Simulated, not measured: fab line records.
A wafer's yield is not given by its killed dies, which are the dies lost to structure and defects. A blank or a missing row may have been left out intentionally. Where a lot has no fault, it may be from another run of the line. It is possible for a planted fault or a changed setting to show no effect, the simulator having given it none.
Chamber matching / flow n5Finfet / 4 sister chambers for N5_BEOL_M7_CMP_52 on cmp-04
The step polishes, stops on SiCOH lowk, t overpolish 6.9 s, target thk 80 nm. 4 wafers are shown with their chamber, then 6 later ones without.

WAFERS PAIRED WITH THEIR CHAMBERS
wafer=L229.6; chamber=0; timeToEndpointS (s)=60
wafer=L231.2; chamber=1; timeToEndpointS (s)=60
wafer=L232.5; chamber=2; timeToEndpointS (s)=59
wafer=L232.6; chamber=3; timeToEndpointS (s)=64

WAFERS MISSING THEIR CHAMBER
wafer=L235.1; timeToEndpointS (s)=68
wafer=L235.3; timeToEndpointS (s)=61
wafer=L235.4; timeToEndpointS (s)=61
wafer=L237.2; timeToEndpointS (s)=59
wafer=L237.3; timeToEndpointS (s)=68
wafer=L237.5; timeToEndpointS (s)=65

WHICH CHAMBER EACH ONE RAN IN
wafer=L235.1; from the rows above=can't be placed: 3 or 0 or 1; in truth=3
wafer=L235.3; from the rows above=can't be placed: 0 or 1 or 2 or 3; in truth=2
wafer=L235.4; from the rows above=can't be placed: 0 or 1 or 2 or 3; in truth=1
wafer=L237.2; from the rows above=can't be placed: 2 or 0 or 1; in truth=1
wafer=L237.3; from the rows above=can't be placed: 3 or 0 or 1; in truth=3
wafer=L237.5; from the rows above=can't be placed: 3 or 0 or 1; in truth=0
0 of 6 placed correctly. Can't be placed from these rows: 6 (the true chamber is among the candidates in 6). Placed wrongly: 0.
How it was worked out, from the rows above alone: a wafer's distance from a chamber is the root of the sum, over the readings, of the square of ((its reading less the chamber's mean) divided by the reading's scatter). The wafer belongs to the nearest chamber; if the next one is less than 2 further off, it can't be placed. Each chamber's mean is taken over the wafers shown for it. The scatter: with one shown wafer a chamber, the root of the mean of the squares of how far each hidden wafer lies from its nearest shown one.
